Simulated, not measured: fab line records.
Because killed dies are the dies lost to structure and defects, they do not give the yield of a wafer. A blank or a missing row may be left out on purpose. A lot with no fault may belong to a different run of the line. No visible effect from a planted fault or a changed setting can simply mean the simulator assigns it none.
Struck lot and sound lot, side by side | flow n5Finfet | 37 out of 1938 route steps
Sound: wafers L375.1, L375.2, L375.3. Struck: wafers L382.4, L382.5 (left out: L382.6, a lot-mate that was not struck); the cause follows at the end.
For every step that has rows: the tool of each side, followed by ch and its chambers, followed by its first start. Under that, the readings that differ: sound wafers | struck wafers | difference of the means | sigmas: that difference in standard deviations of wafers without a fault.
alike: a reading whose means differ by less than 2 such deviations, as well as words and numbers matching on both sides. not compared: withheld readings; readings where some wafer has no value; bounds like >300 that might hide an equal value; numbers whose values overlap and for which the record gives no deviation.
Wherever a step has rows on one side only, a row that says differs or no value, or a row with sigmas, the two part there. Non-overlapping numbers with no deviation appear without sigmas and do not part them. Lack of a reading on every wafer of one side parts them only where that side has two or more wafers.

first, 12 steps without rows for these wafers: N5_SD_EPI_P_STRIP_38 (strips in N2/H2); N5_SD_EPI_P_ETCHBACK_46 (etches SiNx in CH3F/O2, stops on SiO2, target depth 17.5 nm); N5_SD_EPI_P_ETCH_47 (etches SiOCN in CH3F/O2, target depth 25 nm); N5_SD_EPI_P_ETCH_16 (etches SiO2 in CHF3/O2, target depth 5 nm); N5_SD_EPI_P_STRIP_50 (strips in CHF3/O2); N5_SD_EPI_P_SD_RECESS_17 (chemistry HBr/Cl2/O2, target depth 39.1 nm, bt time 3 s); N5_SD_EPI_P_WET_ETCH_45 (etches SiO2 in dHF, time 10.7 s, target depth 2 nm, rinse time 30 s); N5_SD_EPI_P_STRIP_40 (strips in N2/H2); N5_SD_EPI_P_PRECLEAN_52 (cleans in O3/DIW, time 60 s); N5_SD_EPI_P_SRD_20 (time 30 s); N5_SD_EPI_P_PRECLEAN_51 (cleans in NF3:NH3, afs cycles 1, time 20 s, sublimation time 60 s); N5_SD_EPI_P_VAPOR_ETCH_44 (etches SiGe30 in NF3/Ar, time 3.3 s).
N5_SD_EPI_P_EPI_21: deposits SiGe:B, time 355 s.
  sound on epiRpcvd-04 ch 0, day 5 20:50; struck on epiRpcvd-04 ch 0, day 7 14:09
reading                                    | sound        | struck        | difference | sigmas
epiGrowthTimeS (s)                         | 355 355 355  | 427.93 427.93 | +72.93     | 
model.SiGe-B_of_SD_EPI_P_EPI_21.thkNm (nm) | 61.2 60.8 60 | 69 69.8       | +9         | 
N5_SD_EPI_P_EPI_MEAS_23:
  struck on filmMetro-01, day 7 15:17; sound on filmMetro-02, day 5 23:02
reading    | sound          | struck    | difference | sigmas
thkNm (nm) | 62.0 60.6 59.5 | 68.7 69.8 | +8.5       | +7
then, 8 steps without rows for these wafers: N5_SD_EPI_P_HM_STRIP_48 (strips SiNx in H3PO4, material SiNx, target depth 3 nm); N5_SD_EPI_P_SRD_49 (time 30 s); N5_SD_EPI_P_PRECLEAN_24 (cleans in O3/DIW, time 45 s); N5_SD_EPI_P_PRECLEAN_32 (cleans in dHF, time 10 s); N5_SD_EPI_P_PRECLEAN_33 (cleans in SC2, time 45 s); N5_SD_EPI_P_SRD_25 (time 30 s); N5_SD_ACTIVATION_RTA_00 (time 0 s); N5_SD_ACTIVATION_LSA_01 (time 0.0008 s).
N5_SD_ACTIVATION_RS_MEAS_03: a four-point-probe measurement.
  struck on filmMetro-01, day 7 15:56; sound on filmMetro-02, day 5 23:38
reading          | sound             | struck      | difference | sigmas
RS_SD_N (ohm/sq) | 22.15 22.04 22.13 | 21.42 21.44 | -0.68      | -2
RS_SD_P (ohm/sq) | 55.1 55.5 56.9    | 48.9 48.4   | -7.2       | -8
then, 12 steps without rows for these wafers: N5_ILD0_LINER_00 (material SiNx, target thk 4 nm, pulse time 1 s, purge time 2 s); N5_ILD0_FCVD_FILL_01 (material SiO2 flowable, target thk 200 nm, time 328.3 s); N5_ILD0_CURE_02 (time 1800 s); N5_ILD0_CMP_03 (polishes, stops on SiNx, t overpolish 1.9 s, target thk 197.38 nm); N5_ILD0_CMP_07 (polishes SiO2 flowable, stops on poly-Si, t overpolish 1.18 s, target thk 138.88 nm); N5_ILD0_PRECLEAN_10 (cleans in NF3:NH3, afs cycles 5, time 20 s, sublimation time 60 s); N5_ILD0_ALD_15 (deposits SiNx, target thk 24 nm, pulse time 1 s, ald cycles 480); N5_ILD0_CMP_12 (polishes SiNx, stops on poly-Si, t overpolish 6 s, target thk 17.67 nm); N5_SDB_HM_DEP_00 (deposits SiNx from SiH4/NH3/N2, target thk 40 nm, time 35.3 s); N5_SDB_COAT_03 (time 60 s, resist thk 100 nm); N5_SDB_COAT_04 (time 60 s, resist thk 18 nm); N5_SDB_COAT_05 (resist thk 90 nm).
N5_MOL_CONTACT_COAG_ETCH_110: etches Si in CF4/O2, target depth 2.5 nm, time 8 s.
  sound on rieDiel-05 ch 0,1,2, day 7 05:08; struck on rieDiel-02 ch 1, day 8 20:45
reading                                    | sound        | struck    | difference | sigmas
model.SiGe-B_of_SD_EPI_P_EPI_21.thkNm (nm) | 58.2 58 57.2 | 65.8 66.4 | +8.3       | 
  alike: drypumpMotorCurrentA, oes_f_703_au, oesProductAu, rfVppV, showerheadPlenumPTorr, throttleValvePct
  not compared: rfHoursCounterH
-- the record jumps here: 8 days lie between the struck wafers' starts before and after (it left off in module MOL_CONTACT_COAG and takes up again in module BEOL_M4, whose first step shown is number 1111 of the route) --
N5_BEOL_M4_RC_MEAS_101:
  sound on prober-02 ch 0, day 14 10:06; struck on prober-01 ch 0, day 16 16:45
reading          | sound          | struck    | difference | sigmas
ION_P (uA/um)    | 456 461 461    | 471 472   | +12        | +2
RS_SD_P (ohm/sq) | 65.7 65.7 66.4 | 57.7 56.8 | -8.7       | -9
  alike: DIBL_N, DIBL_P, IOFF_N, IOFF_P, ION_N, SS_N, SS_P, VT_N, VT_P

## WHERE THEY PART
First at N5_SD_EPI_P_EPI_MEAS_23; last, within this record, at N5_BEOL_M4_RC_MEAS_101.

WHY: whatever the simulator had introduced
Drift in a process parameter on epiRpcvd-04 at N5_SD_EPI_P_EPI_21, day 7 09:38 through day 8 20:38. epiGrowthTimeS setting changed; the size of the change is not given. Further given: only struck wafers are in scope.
